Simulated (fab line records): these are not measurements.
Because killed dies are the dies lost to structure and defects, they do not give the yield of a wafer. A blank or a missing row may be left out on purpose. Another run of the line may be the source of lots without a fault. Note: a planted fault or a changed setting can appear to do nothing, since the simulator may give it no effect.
Chamber matching | flow nand-harc | 4 sister chambers for NHARC_A_CONTACT_ETCH_48 on rie-diel-07
The step etches the open film in CF4, target depth 39 nm, time 65 s. 14 wafers are shown with their chamber, then 7 later ones without.

== EACH WAFER AND ITS CHAMBER ==
wafer  | chamber | drypump-motor-current-A (A) | showerhead-plenum-p-Torr (Torr) | rf-vpp-V (V)
L074.3 | 1       | 6.1                         | 1.87                            | 153.0
L074.4 | 0       | 6.0                         | 1.79                            | 151.1
L074.6 | 3       | 5.1                         | 1.71                            | 150.8
L076.1 | 3       | 5.1                         | 1.71                            | 151.1
L076.4 | 1       | 6.1                         | 1.87                            | 151.9
L076.6 | 3       | 5.1                         | 1.71                            | 150.9
L081.2 | 3       | 5.1                         | 1.70                            | 151.1
L081.5 | 0       | 6.0                         | 1.78                            | 151.0
L081.6 | 1       | 6.1                         | 1.86                            | 152.1
L089.2 | 3       | 5.0                         | 1.70                            | 151.6
L089.3 | 2       | 6.4                         | 1.76                            | 150.5
L089.4 | 1       | 6.1                         | 1.86                            | 153.0
L091.2 | 3       | 5.1                         | 1.70                            | 149.3
L091.4 | 0       | 6.0                         | 1.78                            | 151.3

SIGNATURES (means of the wafers above)
reading                  | chamber 0 | chamber 1 | chamber 2 | chamber 3 | scatter within a chamber
drypump-motor-current-A  | 6.000     | 6.100     | 6.400     | 5.083     | 0.0289
showerhead-plenum-p-Torr | 1.7833    | 1.8650    | 1.7600    | 1.7050    | 0.00563
rf-vpp-V                 | 151.133   | 152.500   | 150.500   | 150.800   | 0.644
Rule: a wafer's distance from a chamber is the root of the sum, over the readings, of the square of ((its reading less the chamber's mean) divided by the reading's scatter). If the next closest chamber is less than 2 further off than the closest, the wafer can't be placed; otherwise it belongs to the closest. The scatter: take each reading less its chamber's mean, square it, sum over the shown wafers, divide by the number of wafers less the number of chambers, and take the root.

== WAFERS MISSING THEIR CHAMBER ==
wafer  | drypump-motor-current-A (A) | showerhead-plenum-p-Torr (Torr) | rf-vpp-V (V)
L091.5 | 6.0                         | 1.78                            | 151.5
L093.1 | 6.1                         | 1.85                            | 150.3
L093.4 | 6.0                         | 1.77                            | 150.2
L093.6 | 6.1                         | 1.85                            | 150.1
L095.1 | 6.1                         | 1.85                            | 152.0
L095.3 | 6.1                         | 1.77                            | 150.9
L095.5 | 5.1                         | 1.69                            | 151.4

== WHICH CHAMBER EACH ONE RAN IN ==
wafer  | from the rows above | in truth
L091.5 | 0                   | 0
L093.1 | 1                   | 1
L093.4 | 0                   | 0
L093.6 | 1                   | 1
L095.1 | 1                   | 1
L095.3 | 0                   | 0
L095.5 | 3                   | 3
7 of 7 placed correctly. Not placeable from these rows: 0. 0 placed wrongly.
